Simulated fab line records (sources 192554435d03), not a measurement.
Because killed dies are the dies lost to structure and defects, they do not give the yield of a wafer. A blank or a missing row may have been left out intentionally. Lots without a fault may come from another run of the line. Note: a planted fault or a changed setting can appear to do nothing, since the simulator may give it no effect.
Comparing a struck lot with a sound one + flow n5 finfet + 14 steps out of a route of 1938
Sound: these wafers, L380.3, L380.4, L380.6. Struck: wafer L390.6 (L390.1, L390.4, from the same lot, were not struck and are left out); the cause is given at the end.
At each step with rows: each side's tool, then ch and its chambers, then its first start. Under that, the readings that differ: sound wafers + struck wafers + difference of the means + sigmas: that difference in standard deviations of wafers without a fault.
alike: readings with means less than 2 such deviations apart, plus words and numbers identical on both sides. not compared: withheld readings, readings lacking a value on some wafer, bounds such as >300 that could conceal the same value, and numbers that have no deviation in the record and whose values overlap.
Wherever a step has rows on one side only, a row that says differs or no value, or a row with sigmas, the two part there. Numbers that have no deviation but don't overlap get no sigmas and don't part them. Lack of a reading on every wafer of one side parts them only where that side has two or more wafers.

first, 2 steps without rows for these wafers: N5_BEOL_M9_CURE_72 (cures SiCOH lowk, time 120 s); N5_BEOL_M9_DEGAS_44 (time 60 s).
N5_BEOL_M9_PRE_CLEAN_45: time 30 s.
  struck on pvd sputter-03, day 15 03:23; sound on pvd sputter-01, day 12 12:06
  alike: heater power w
N5_BEOL_M9_ALD_74: deposits TaN, target thk 2 nm, pulse time 2 s, purge time 3 s.
  sound on ald metal-03 ch 1,2, day 12 12:10; struck on ald metal-02 ch 0, day 15 03:34
  alike: heater power w, precursor vessel temp c
  not compared: since wet clean h
then, 2 steps without rows for these wafers: N5_BEOL_M9_SURFACE_TREAT_79; N5_BEOL_M9_CVD_78 (deposits Co from CCTBA/H2, target thk 2 nm, time 138.9 s).
N5_BEOL_M9_SPUTTER_48: material Cu, target thk 12 nm, time 2 s.
  struck on pvd sputter-03, day 15 04:08; sound on pvd sputter-01, day 12 12:59
  alike: throttle valve pct
then, 1 step without rows for these wafers: N5_BEOL_M9_ECD_50 (material Cu, target thk 318 nm).
N5_BEOL_M9_ANNEAL_51: time 90 s.
  sound on rtp anneal-02 ch 0, day 12 13:26; struck on rtp anneal-02 ch 0, day 15 04:48
  alike: wafer_temp_C_max
N5_BEOL_M9_CMP_52: polishes, stops on SiCOH lowk, t overpolish 7 s, target thk 140 nm.
  sound on cmp-02 ch 1,2,3, day 12 13:39; struck on cmp-04 ch 3, day 15 05:06
| reading              | sound             | struck | difference | sigmas |
|----------------------|-------------------|--------|------------|--------|
| overpolish run s (s) | 7.005 7.013 6.991 | 6.986  | -0.017     | -2     |
  alike: barrier field endpoint s, clearing platen rpm, edge zone pressure frac, motor current A, time to endpoint s
  not compared: pad life wafers
N5_BEOL_M9_THK_MEAS_53: measures by xrf.
  struck on film metro-02, day 15 05:23; sound on film metro-01, day 12 13:56
  alike: M9_THK
then, 1 step without rows for these wafers: N5_BEOL_M9_PRE_CLEAN_55 (time 15 s).
N5_BEOL_M9_DEP_56: deposits SiCN from 3MS/NH3, target thk 15 nm, time 26.5 s.
  sound on pecvd-04 ch 0,1,2, day 12 14:00; struck on pecvd-04 ch 1, day 15 05:27
| reading                                  | sound          | struck | difference | sigmas |
|------------------------------------------|----------------|--------|------------|--------|
| model.SiCN_of_BEOL_M9_DEP_56.thk nm (nm) | 15.2 15.2 15.2 | 10.6   | -4.6       |        |
  alike: showerhead plenum p Torr, throttle valve pct
  not compared: since wet clean h
N5_BEOL_M9_RS_MEAS_57: measurement is done with a four-point probe.
  struck on film metro-01, day 15 05:32; sound on film metro-02, day 12 14:05
  alike: M9_RS

== WHERE THEY PART ==
At N5_BEOL_M9_CMP_52 and nowhere else, as far as this record goes. Later steps at which nothing parts them and some readings are alike: N5_BEOL_M9_THK_MEAS_53, N5_BEOL_M9_DEP_56, N5_BEOL_M9_RS_MEAS_57.

WHY: whatever the simulator had introduced
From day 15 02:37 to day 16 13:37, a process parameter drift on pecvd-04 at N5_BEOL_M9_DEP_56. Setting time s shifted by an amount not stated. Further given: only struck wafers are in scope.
